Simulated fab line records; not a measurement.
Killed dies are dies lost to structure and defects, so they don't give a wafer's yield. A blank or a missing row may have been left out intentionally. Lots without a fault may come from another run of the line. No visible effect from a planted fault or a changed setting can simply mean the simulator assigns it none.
fab line records | flow n5-finfet
[record] lots = 11 | wafers = 33 | last-day = 18
route steps=1938 shown GATE_CUT@466 BEOL_M15@1807 MIM_BOT_LITHO@1865 PASSIVATION@1936
lots that met no fault: from a run of the same line without faults
start-h: the number of hours between the record's first day and the start of the first shown wafer of the lot | wait-h: time in hours since the lot's previous step | " the same as in the row above | L1.1+2: several wafers, shown together as one row | - either no value or no given start | * or withheld: withheld | < > ~ a bound
route shown NAME@n: a module of which the file shows steps, and the number in the route of the first | usual: mean/standard deviation of fault-free wafers | same: alike in all rows | chamber/n: place in a boat | sites: per-site readings | _std_site: standard deviation of those values | _edge_site: the outer-site mean with the inner-site mean subtracted | radius-mm: how far each site lies from the wafer's centre | mask NAME#n: copy n | behind: the most recent tool/chamber to have shaped the wafer | hold: why the lot was held/for how many hours/how that ended | device: the n, p or np transistor that did not switch | end of line: the tests these same wafers got at the end of their route | step lacking rows: just its recipe | killed: dies that structure and defects cost at the first sort, which is not the same as the wafer's yield | map: dies across one wafer; x = killed, . = not, _ = none there
set.NAME: setting as actually run; set.NAME@STEP: the setting as run at that earlier step | model.NAME: the simulator's own value behind a step, which no gauge read
one table for each step of the route and one row for each wafer, over a sample of lots
services: a tool's chamber out of use, with start hour (start-h, from the record's first day; less than 0 if before it), hours out, and reason
[[steps]]
[step N5_GATE_CUT_ETCH_56]
[recipe] chemistry = Cl2/Ar | target = TiN | target-depth-a = 216 | pressure-mtorr = 10 | icp-w = 600 | bias-w = 60 | Cl2_flow_sccm = 40 | Ar_flow_sccm = 60
[usual] drypump-motor-current-A = 6.00/0.25 | he-backside-leak-sccm = 3.4/0.31 | oes_ar_750_au = 0.77/0.14 | oes-product-au = 0.78/0.14 | throttle-valve-pct = 20.79/0.21
lot.wafer | tool         | chamber | start-h | wait-h | drypump-motor-current-A | he-backside-leak-sccm | oes_ar_750_au | oes-product-au | rf-hours-counter-h | throttle-valve-pct
L890.1    | rie-metal-01 | 0       | 88.61   | 0.1    | 5.94                    | 3.6                   | 0.58          | 0.59           | 129                | 21.06
L890.2    | "            | 1       | "       | "      | 6.42                    | 3.3                   | 0.72          | 0.74           | 47                 | 20.50
L890.5    | "            | 1       | "       | "      | 6.42                    | 3.4                   | 0.73          | 0.75           | -                  | 20.48
L891.1    | rie-metal-02 | 0       | 95.97   | 0.1    | 5.64                    | 3.2                   | 0.98          | 0.96           | 3                  | 20.80
L891.2    | "            | 1       | "       | "      | 6.31                    | 3.0                   | 0.66          | 0.68           | 86                 | 20.56
L891.5    | "            | 1       | "       | "      | 6.30                    | 3.0                   | 0.66          | 0.68           | -                  | 20.56
L892.1    | rie-metal-02 | 0       | 99.58   | 0.1    | 5.67                    | 3.3                   | 0.97          | 0.95           | 3                  | 20.82
L892.2    | "            | 1       | "       | "      | 6.22                    | 3.1                   | 0.66          | 0.67           | 86                 | 20.56
L892.5    | "            | 1       | "       | "      | 6.26                    | 3.0                   | 0.65          | 0.67           | -                  | 20.58
L893.1    | rie-metal-03 | 1       | 107.16  | 0.1    | 5.99                    | 5.9                   | 0.60          | 0.59           | 137                | 20.90
L893.3    | "            | 0       | "       | "      | 5.85                    | 3.2                   | 0.87          | 0.87           | -                  | 20.96
L893.6    | "            | 0       | "       | "      | 5.86                    | 3.3                   | 0.87          | 0.86           | -                  | 21.00
L894.2    | rie-metal-03 | 1       | 109.60  | 0.1    | 5.97                    | 3.4                   | 0.59          | 0.58           | 137                | 20.91
L894.3    | "            | 1       | "       | "      | 5.96                    | 3.3                   | 0.59          | 0.58           | -                  | 20.91
L894.6    | "            | 0       | "       | "      | 5.85                    | 3.2                   | 0.87          | 0.87           | -                  | 20.98
L895.1    | rie-metal-03 | 0       | 118.20  | 0.1    | 5.81                    | 3.4                   | 0.86          | 0.86           | 17                 | 20.98
L895.2    | "            | 1       | "       | "      | 5.94                    | 3.5                   | 0.59          | 0.58           | 137                | 20.90
L895.6    | "            | 0       | "       | "      | 5.82                    | 3.3                   | 0.87          | 0.87           | -                  | 20.99
L897.1    | rie-metal-01 | 1       | 130.22  | 0.1    | 6.41                    | 3.7                   | 0.71          | 0.73           | 52                 | 20.48
L897.2    | "            | 0       | "       | "      | 5.94                    | 3.5                   | 0.58          | 0.58           | 134                | 21.04
L897.5    | "            | 1       | "       | "      | 6.38                    | 3.5                   | 0.72          | 0.73           | -                  | 20.48
L903.1    | rie-metal-03 | 0       | 166.13  | 0.2    | 5.85                    | 3.3                   | 0.85          | 0.85           | 21                 | 21.01
L903.3    | "            | 0       | "       | "      | 5.82                    | 3.2                   | 0.85          | 0.86           | -                  | 21.00
L903.5    | "            | 0       | "       | "      | 5.87                    | 3.3                   | 0.84          | 0.84           | -                  | 21.00
L904.1    | rie-metal-03 | 0       | 170.77  | 0.2    | 5.83                    | 3.2                   | 0.85          | 0.84           | 22                 | 21.00
L904.5    | "            | 0       | "       | "      | 5.83                    | 3.2                   | 0.84          | 0.85           | -                  | 20.99
L904.6    | "            | 0       | "       | "      | 5.83                    | 3.4                   | 0.85          | 0.84           | -                  | 21.00
L908.3    | rie-metal-01 | 0       | 201.25  | 0.1    | 5.96                    | 3.3                   | 0.94          | 0.96           | -                  | 20.63
L908.5    | "            | 0       | "       | "      | 5.94                    | 3.5                   | 0.94          | 0.95           | -                  | 20.64
L908.6    | "            | 1       | "       | "      | 6.39                    | 3.5                   | 0.69          | 0.72           | -                  | 20.50
L909.1    | rie-metal-01 | 1       | 202.13  | 0.1    | 6.44                    | 3.5                   | 0.69          | 0.71           | 60                 | 20.52
L909.4    | "            | 0       | "       | "      | 5.94                    | 3.4                   | 0.93          | 0.95           | -                  | 20.64
L909.5    | "            | 1       | "       | "      | 6.46                    | 3.4                   | 0.70          | 0.72           | -                  | 20.51
[step N5_BEOL_M15_DESCUM_33]
[recipe] chemistry = O2 | time-s = 7.9 | source-power-w = 50 | bias-power-w = 20 | pressure-mtorr = 20 | rf-frequency-hz = 2.712e+07 | temp-c = 40 | o2-flow-sccm = 225
[usual] drypump-motor-current-A = 5.5/0.49 | oes-product-au = 0.79/0.078 | rf-vpp-V = 243.2/1.1 | showerhead-plenum-p-Torr = 2.10/0.054 | temp-c = 39.98/0.11 | throttle-valve-pct = 20.47/0.26
lot.wafer | tool        | chamber | start-h | wait-h | drypump-motor-current-A | oes-product-au | rf-hours-counter-h | rf-vpp-V | showerhead-plenum-p-Torr | temp-c | throttle-valve-pct
L890.1    | rie-diel-04 | 1       | 253.49  | 0.0    | 6.1                     | 0.73           | 190                | 244.3    | 2.18                     | 39.93  | 20.47
L890.2    | "           | 2       | "       | "      | 5.0                     | 0.83           | 96                 | 242.3    | 2.03                     | 40.08  | 20.55
L890.5    | "           | 0       | "       | "      | 5.1                     | 0.78           | -                  | 243.6    | 2.09                     | 39.85  | 20.36
L891.1    | rie-diel-06 | 1       | 256.90  | 0.0    | 5.5                     | 0.73           | 198                | 244.5    | 2.17                     | 39.91  | 20.69
L891.2    | "           | 2       | "       | "      | 5.8                     | 0.74           | 185                | 243.5    | 2.10                     | 40.02  | 20.85
L891.5    | "           | 3       | "       | "      | 6.3                     | 0.90           | -                  | 243.1    | 2.04                     | 39.94  | 20.25
L892.1    | rie-diel-02 | 2       | 260.30  | 0.0    | 6.4                     | 0.90           | 32                 | 243.1    | 2.14                     | 39.92  | 20.43
L892.2    | "           | 0       | "       | "      | 5.3                     | 0.70           | 228                | 243.3    | 2.07                     | 40.09  | 20.72
L892.5    | "           | 2       | "       | "      | 6.4                     | 0.90           | -                  | 243.8    | 2.14                     | 39.90  | 20.43
L894.2    | rie-diel-04 | 0       | 270.04  | 0.1    | 5.1                     | 0.76           | 120                | 243.4    | 2.09                     | 39.97  | 20.37
L894.3    | "           | 3       | "       | "      | 5.3                     | 0.80           | 80                 | 243.0    | 2.14                     | 39.97  | 20.54
L894.6    | "           | 2       | "       | "      | 5.0                     | 0.81           | -                  | 241.3    | 2.02                     | 40.01  | 20.55
L893.1    | rie-diel-06 | 1       | 270.19  | 0.0    | 5.5                     | 0.72           | 202                | 244.8    | 2.17                     | 40.00  | 20.68
L893.3    | "           | 3       | "       | "      | 6.2                     | 0.88           | 33                 | 241.1    | 2.04                     | 40.10  | 20.24
L893.6    | "           | 1       | "       | "      | 5.5                     | 0.72           | -                  | 243.7    | 2.17                     | 39.99  | 20.70
L895.1    | rie-diel-04 | 0       | 282.67  | 0.0    | 5.1                     | 0.77           | 123                | 241.9    | 2.09                     | 40.10  | 20.37
L895.2    | "           | 1       | "       | "      | 6.1                     | 0.73           | 198                | 245.2    | 2.18                     | 40.11  | 20.48
L895.6    | "           | 2       | "       | "      | 5.0                     | 0.82           | -                  | 241.6    | 2.02                     | 39.87  | 20.57
L897.1    | rie-diel-04 | 2       | 289.10  | 0.0    | 5.0                     | 0.81           | 106                | 243.6    | 2.02                     | 40.21  | 20.57
L897.2    | "           | 1       | "       | "      | 6.1                     | 0.72           | 200                | 243.9    | 2.18                     | 40.16  | 20.50
L897.5    | "           | 3       | "       | "      | 5.3                     | 0.80           | -                  | 243.3    | 2.14                     | 40.01  | 20.58
L904.1    | rie-diel-04 | 1       | 340.02  | 0.0    | 6.1                     | 0.71           | 214                | 244.8    | 2.18                     | 40.13  | 20.51
L904.5    | "           | 0       | "       | "      | 5.1                     | 0.75           | -                  | 243.8    | 2.08                     | 39.87  | 20.41
L904.6    | "           | 3       | "       | "      | 5.2                     | 0.79           | -                  | 243.6    | 2.13                     | 39.86  | 20.57
L903.1    | rie-diel-02 | 2       | 343.70  | 0.0    | 6.3                     | 0.85           | 55                 | 242.0    | 2.13                     | 40.02  | 20.47
L903.3    | "           | 0       | "       | "      | 5.3                     | 0.67           | 250                | 243.6    | 2.06                     | 39.98  | 20.75
L903.5    | "           | 3       | "       | "      | 4.9                     | 0.71           | -                  | 244.4    | 2.17                     | 39.99  | 20.38
L908.3    | rie-diel-06 | 3       | 401.11  | 0.0    | 6.3                     | 0.84           | 65                 | 242.7    | 2.03                     | 40.14  | 20.31
L908.5    | "           | 3       | "       | "      | 6.3                     | 0.84           | -                  | 242.0    | 2.03                     | 40.02  | 20.31
L908.6    | "           | 2       | "       | "      | 5.8                     | 0.69           | -                  | 242.5    | 2.08                     | 40.03  | 20.90
L909.1    | rie-diel-02 | 2       | 410.83  | 0.4    | 6.4                     | 0.84           | 71                 | 242.5    | 2.13                     | 40.04  | 20.48
L909.4    | "           | 3       | "       | "      | 5.0                     | 0.70           | 232                | 243.6    | 2.16                     | 39.96  | 20.40
L909.5    | "           | 0       | "       | "      | 5.3                     | 0.95           | -                  | 241.7    | 2.06                     | 40.01  | 20.33
[step N5_BEOL_M15_SPUTTER_43]
[recipe] material = TaN | target-thk-a = 150 | temp-c = 50 | bias-v = 168.6 | power-w = 15000 | chamber-pressure-pa = 0.12 | time-s = 24.19
[usual] throttle-valve-pct = 30.2/1.3
lot.wafer | tool           | chamber | start-h | wait-h | throttle-valve-pct
L890.1    | pvd-sputter-02 | -       | 255.46  | 0.0    | 31.8
L890.2    | "              | -       | "       | "      | 30.4
L890.5    | "              | -       | "       | "      | 30.2
L891.1    | pvd-sputter-01 | -       | 259.55  | 0.0    | 31.1
L891.2    | "              | -       | "       | "      | 31.3
L891.5    | "              | -       | "       | "      | 31.0
L892.1    | pvd-sputter-02 | -       | 264.16  | 0.0    | 30.0
L892.2    | "              | -       | "       | "      | 31.9
L892.5    | "              | -       | "       | "      | 29.8
L894.2    | pvd-sputter-03 | -       | 272.57  | 0.0    | 30.6
L894.3    | "              | -       | "       | "      | 27.8
L894.6    | "              | -       | "       | "      | 28.9
L893.1    | pvd-sputter-01 | -       | 272.73  | 0.0    | 31.2
L893.3    | "              | -       | "       | "      | 31.2
L893.6    | "              | -       | "       | "      | 31.0
L895.1    | pvd-sputter-01 | -       | 288.29  | 0.0    | 31.4
L895.2    | "              | -       | "       | "      | 31.3
L895.6    | "              | -       | "       | "      | 30.8
L897.1    | pvd-sputter-03 | -       | 291.27  | 0.0    | 30.0
L897.2    | "              | -       | "       | "      | 27.4
L897.5    | "              | -       | "       | "      | 29.0
L904.1    | pvd-sputter-01 | -       | 342.49  | 0.0    | 32.5
L904.5    | "              | -       | "       | "      | 31.1
L904.6    | "              | -       | "       | "      | 31.2
L903.1    | pvd-sputter-03 | -       | 345.96  | 0.0    | 29.3
L903.3    | "              | -       | "       | "      | 27.5
L903.5    | "              | -       | "       | "      | 27.6
L908.3    | pvd-sputter-03 | -       | 406.36  | 0.0    | 27.0
L908.5    | "              | -       | "       | "      | 28.7
L908.6    | "              | -       | "       | "      | 29.3
L909.1    | pvd-sputter-01 | -       | 414.40  | 0.0    | 31.1
L909.4    | "              | -       | "       | "      | 31.0
L909.5    | "              | -       | "       | "      | 31.1
[step N5_MIM_BOT_LITHO_DESCUM_10]
[recipe] chemistry = O2 | time-s = 7.9 | source-power-w = 50 | bias-power-w = 20 | pressure-mtorr = 20 | rf-frequency-hz = 2.712e+07 | temp-c = 40 | o2-flow-sccm = 225
[usual] drypump-motor-current-A = 5.8/0.38 | oes-product-au = 0.83/0.09 | rf-vpp-V = 243.7/1.6 | showerhead-plenum-p-Torr = 2.13/0.086 | temp-c = 40.01/0.11 | throttle-valve-pct = 20.36/0.28
lot.wafer | tool        | chamber | start-h | wait-h | drypump-motor-current-A | oes-product-au | rf-hours-counter-h | rf-vpp-V | showerhead-plenum-p-Torr | temp-c | throttle-valve-pct
L890.1    | rie-diel-01 | 1       | 262.07  | 0.0    | 6.1                     | 0.84           | 66                 | 243.5    | 2.11                     | 40.04  | 20.13
L890.2    | "           | 3       | "       | "      | 5.7                     | 0.88           | 40                 | 244.8    | 2.22                     | 40.07  | 20.74
L890.5    | "           | 2       | "       | "      | 5.5                     | 0.84           | -                  | 243.5    | 2.12                     | 39.98  | 20.32
L891.1    | rie-diel-05 | 2       | 267.27  | 0.0    | 6.1                     | 0.72           | 211                | 246.3    | 2.17                     | 39.97  | 20.78
L891.2    | "           | 0       | "       | "      | 6.1                     | 0.92           | 15                 | 246.3    | 2.23                     | 40.03  | 20.04
L891.5    | "           | 1       | "       | "      | 5.5                     | 1.00           | -                  | 243.8    | 2.04                     | 40.11  | 20.14
L892.1    | rie-diel-05 | 2       | 270.64  | 0.1    | 6.1                     | 0.71           | 212                | 242.9    | 2.17                     | 40.00  | 20.78
L892.2    | "           | 0       | "       | "      | 6.1                     | 0.90           | 16                 | 245.3    | 2.23                     | 39.92  | 20.03
L892.5    | "           | 3       | "       | "      | 6.1                     | 0.70           | -                  | 242.2    | 1.99                     | 39.82  | 20.54
L894.2    | rie-diel-05 | 2       | 280.27  | 0.0    | 6.2                     | 0.70           | 215                | 244.5    | 2.17                     | 39.92  | 20.78
L894.3    | "           | 0       | "       | "      | 6.1                     | 0.91           | 18                 | 244.6    | 2.23                     | 39.98  | 20.03
L894.6    | "           | 1       | "       | "      | 5.5                     | 0.96           | -                  | 241.9    | 2.04                     | 39.86  | 20.14
L893.1    | rie-diel-05 | 1       | 280.72  | 0.0    | 5.5                     | 0.95           | 4                  | 242.4    | 2.04                     | 40.11  | 20.17
L893.3    | "           | 0       | "       | "      | 6.1                     | 0.91           | 19                 | 245.4    | 2.23                     | 40.18  | 20.04
L893.6    | "           | 0       | "       | "      | 6.1                     | 0.90           | -                  | 245.4    | 2.23                     | 40.08  | 20.04
L895.1    | rie-diel-03 | 2       | 295.46  | 0.0    | 5.2                     | 0.91           | 28                 | 243.6    | 2.07                     | 40.07  | 20.53
L895.2    | "           | 3       | "       | "      | 5.1                     | 0.68           | 235                | 241.7    | 1.98                     | 40.21  | 20.79
L895.6    | "           | 0       | "       | "      | 6.2                     | 0.66           | -                  | 243.4    | 2.15                     | 39.87  | 20.76
L897.1    | rie-diel-05 | 0       | 296.83  | 0.1    | 6.1                     | 0.89           | 24                 | 244.8    | 2.23                     | 40.01  | 20.04
L897.2    | "           | 1       | "       | "      | 5.5                     | 0.93           | 10                 | 243.3    | 2.04                     | 40.02  | 20.15
L897.5    | "           | 0       | "       | "      | 6.1                     | 0.90           | -                  | 245.6    | 2.23                     | 40.02  | 20.04
L904.1    | rie-diel-05 | 2       | 350.44  | 0.0    | 6.1                     | 0.69           | 242                | 244.6    | 2.16                     | 39.96  | 20.81
L904.5    | "           | 1       | "       | "      | 5.5                     | 0.88           | -                  | 244.9    | 2.03                     | 40.32  | 20.18
L904.6    | "           | 2       | "       | "      | 6.1                     | 0.69           | -                  | 245.2    | 2.16                     | 39.88  | 20.82
L903.1    | rie-diel-03 | 1       | 351.60  | 0.0    | 6.1                     | 0.88           | 49                 | 241.9    | 2.04                     | 40.00  | 19.86
L903.3    | "           | 2       | "       | "      | 5.2                     | 0.89           | 42                 | 243.1    | 2.06                     | 40.11  | 20.52
L903.5    | "           | 2       | "       | "      | 5.2                     | 0.89           | -                  | 242.5    | 2.06                     | 40.12  | 20.54
L908.3    | rie-diel-05 | 3       | 412.03  | 0.0    | 6.1                     | 0.92           | 26                 | 246.0    | 2.24                     | 40.06  | 20.24
L908.5    | "           | 2       | "       | "      | 6.1                     | 0.96           | -                  | 243.1    | 2.15                     | 40.15  | 20.36
L908.6    | "           | 1       | "       | "      | 5.5                     | 0.85           | -                  | 241.4    | 2.03                     | 39.93  | 20.23
L909.1    | rie-diel-03 | 1       | 421.48  | 0.0    | 6.1                     | 0.84           | 74                 | 242.9    | 2.03                     | 39.83  | 19.90
L909.4    | "           | 2       | "       | "      | 5.2                     | 0.86           | -                  | 242.7    | 2.05                     | 39.91  | 20.57
L909.5    | "           | 3       | "       | "      | 5.1                     | 0.91           | -                  | 245.8    | 2.23                     | 40.05  | 20.39
[step N5_PASSIVATION_PROBE_49]
[usual] killed_at_M0_to_M3 = 33/9.9 | killed_at_M4_up = 14/6.4 | killed-at-contacts = 12/7 | killed-at-front-end = 41/13 | killed-at-other = 3.1/2.9 | killed-dies = 103/20 | killed-open = 67/14 | killed-short = 34/9.4
[same] gross-dies = 1180 | killed-at-back-side = 0
lot.wafer | tool      | chamber | start-h | wait-h | killed_at_M0_to_M3 | killed_at_M4_up | killed-at-contacts | killed-at-front-end | killed-at-other | killed-dies | killed-open | killed-short
L897.1    | prober-01 | -       | 304.99  | 0.0    | 27                 | 16              | 6                  | 55                  | 6               | 110         | 58          | 48
L897.2    | prober-01 | -       | 305.04  | 0.1    | 37                 | 5               | 9                  | 37                  | 1               | 89          | 47          | 40
L897.5    | prober-01 | -       | 305.19  | 0.2    | 27                 | 8               | 6                  | 49                  | 6               | 96          | 54          | 40
L904.1    | prober-01 | -       | 362.31  | 0.0    | 19                 | 18              | 11                 | 126                 | 2               | 176         | 58          | 30
L904.5    | prober-01 | -       | 362.51  | 0.2    | 25                 | 11              | 5                  | 149                 | 4               | 194         | 57          | 38
L904.6    | prober-01 | -       | 362.56  | 0.3    | 13                 | 22              | 9                  | 120                 | 5               | 169         | 56          | 26
L903.1    | prober-01 | -       | 362.88  | 0.0    | 37                 | 8               | 24                 | 134                 | 4               | 207         | 67          | 49
L903.3    | prober-01 | -       | 362.98  | 0.1    | 47                 | 11              | 7                  | 150                 | 2               | 217         | 74          | 43
L903.5    | prober-01 | -       | 363.08  | 0.2    | 50                 | 12              | 29                 | 135                 | 4               | 230         | 87          | 45
// killed by level:class
L897.1 FIN_SAQP:geometric-particle:short=19 FIN_SAQP:geometric-particle:open=7 STI_FIN_REVEAL:geometric-particle:open=6 BEOL_M0_SAQP:geometric-particle:open=6 BEOL_M4:geometric-particle:open=6 SPACER0:geometric-particle:open=5 MOL_CONTACT_COAG:geometric-particle:open=5 BEOL_M1:geometric-particle:open=5
L897.2 GATE_CUT:geometric-particle:short=10 BEOL_M0_SAQP:geometric-particle:open=7 BEOL_M3:geometric-particle:open=7 MOL_CONTACT_COAG:geometric-particle:open=6 BEOL_M1:geometric-particle:open=6 BEOL_M0_SAQP:geometric-particle:short=5 BEOL_M2:geometric-particle:open=5 BEOL_M1:geometric-particle:short=4
L897.5 STI_FIN_REVEAL:geometric-particle:open=16 FIN_SAQP:geometric-particle:short=13 MOL_CONTACT_COAG:geometric-particle:open=6 BEOL_M3:geometric-particle:open=6 BEOL_M4:geometric-particle:short=5 DUMMY_GATE:geometric-particle:open=4 BEOL_M0_SAQP:geometric-particle:open=4 BEOL_M1:geometric-particle:open=4
L904.1 GATE_CUT:unspecified=88 FIN_SAQP:geometric-particle:open=9 MOL_CONTACT_COAG:geometric-particle:open=9 FIN_SAQP:geometric-particle:short=8 BEOL_M1:geometric-particle:open=8 DUMMY_GATE:geometric-particle:open=5 GATE_CUT:geometric-particle:short=5 BEOL_M7:geometric-particle:open=4
L904.5 GATE_CUT:unspecified=99 FIN_SAQP:geometric-particle:short=13 FIN_SAQP:geometric-particle:open=11 STI_FIN_REVEAL:geometric-particle:open=10 BEOL_M0_SAQP:geometric-particle:short=5 BEOL_M0_SAQP:geometric-particle:open=5 BEOL_M3:geometric-particle:open=5 BEOL_M5:geometric-particle:open=5
L904.6 GATE_CUT:unspecified=87 MOL_CONTACT_COAG:geometric-particle:open=9 BEOL_M4:geometric-particle:open=7 FIN_SAQP:geometric-particle:short=6 STI_FIN_REVEAL:geometric-particle:open=6 BEOL_M0_SAQP:geometric-particle:open=5 BEOL_M0_SAQP:geometric-particle:short=5 BEOL_M5:geometric-particle:open=5
L903.1 GATE_CUT:unspecified=91 MOL_CONTACT_COAG:geometric-particle:open=17 BEOL_M0_SAQP:geometric-particle:short=13 FIN_SAQP:geometric-particle:short=9 BEOL_M0_SAQP:geometric-particle:open=8 FIN_SAQP:geometric-particle:open=7 STI_FIN_REVEAL:geometric-particle:open=7 MOL_CONTACT_COAG:geometric-particle:short=7
L903.3 GATE_CUT:unspecified=99 FIN_SAQP:geometric-particle:short=15 BEOL_M3:geometric-particle:open=15 STI_FIN_REVEAL:geometric-particle:open=10 FIN_SAQP:geometric-particle:open=9 GATE_CUT:geometric-particle:short=8 BEOL_M0_SAQP:geometric-particle:short=8 MOL_CONTACT_COAG:geometric-particle:open=7
L903.5 GATE_CUT:unspecified=95 MOL_CONTACT_COAG:geometric-particle:open=24 BEOL_M2:geometric-particle:open=11 BEOL_M3:geometric-particle:open=11 FIN_SAQP:geometric-particle:short=9 FIN_SAQP:geometric-particle:open=9 STI_FIN_REVEAL:geometric-particle:open=9 BEOL_M0_SAQP:geometric-particle:short=7
[[services]]
tool           | chamber | start-h | hours | kind
rie-diel-04    | 2       | 77.28   | 6.0   | repair
rie-metal-01   | -       | 96.00   | 1.4   | pm
rie-metal-03   | -       | 112.60  | 2.8   | pm
rie-metal-03   | -       | 129.22  | 1.4   | pm
rie-diel-04    | 3       | 133.61  | 22.5  | repair
pvd-sputter-03 | -       | 133.80  | 2.7   | repair
rie-diel-06    | 2       | 136.40  | 2.6   | repair
rie-diel-05    | 0       | 175.21  | 1.2   | repair
rie-diel-06    | -       | 177.84  | 0.6   | repair
rie-metal-01   | -       | 179.36  | 0.6   | repair
rie-diel-04    | 0       | 185.19  | 4.0   | repair
rie-metal-03   | -       | 230.33  | 0.4   | repair
rie-diel-06    | 3       | 235.37  | 2.3   | repair
rie-diel-05    | 1       | 237.91  | 6.5   | repair
rie-diel-03    | 0       | 258.93  | 7.9   | repair
rie-diel-05    | 1       | 308.63  | 4.9   | repair
rie-diel-05    | 1       | 329.31  | 1.2   | repair
rie-diel-04    | 3       | 342.35  | 3.4   | repair
pvd-sputter-03 | -       | 355.87  | 6.6   | repair
rie-diel-04    | 0       | 359.94  | 1.7   | repair
rie-diel-04    | 3       | 395.94  | 23.0  | repair
rie-diel-04    | -       | 403.75  | 0.9   | repair
rie-diel-04    | 0       | 409.11  | 3.8   | repair
rie-diel-04    | -       | 413.19  | 2.8   | pm
[[key]]
[first-sign] step = N5_PASSIVATION_PROBE_49 | reading = killed-at-front-end | direction = up | sigmas = 7.2 | usual = 41 | struck = 136
[effect] step = N5_PASSIVATION_PROBE_49 | reading = killed-dies | direction = up | sigmas = 4.7 | usual = 103 | struck = 199
[more-kills-born-at] N5_GATE_CUT_ETCH_56@rie-metal-03 = 559
met-at N5_GATE_CUT_ETCH_56
struck-lots L903,L904
struck-wafers L903.1,L903.3,L903.5,L904.1,L904.5,L904.6
tester-left-out L903,L904
not-acting-at N5_BEOL_M15_DESCUM_33,N5_BEOL_M15_SPUTTER_43,N5_MIM_BOT_LITHO_DESCUM_10
onset-between 118.20 166.13
[fault] kind = chamber-particle-source | tool = rie-metal-03 | chamber = 0 | onset-h = 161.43 | steps = N5_GATE_CUT_ETCH_56 | rate-per-visit-cm2 = 0.40858 | end-h = 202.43
// tester-left-out: of these lots the tester's yield and bins aren't shown, on N5 and GAA mostly nor the transistor test; their killed dies are dies lost to structure and defects alone, not to doping, threshold or leakage, so they don't give the yield
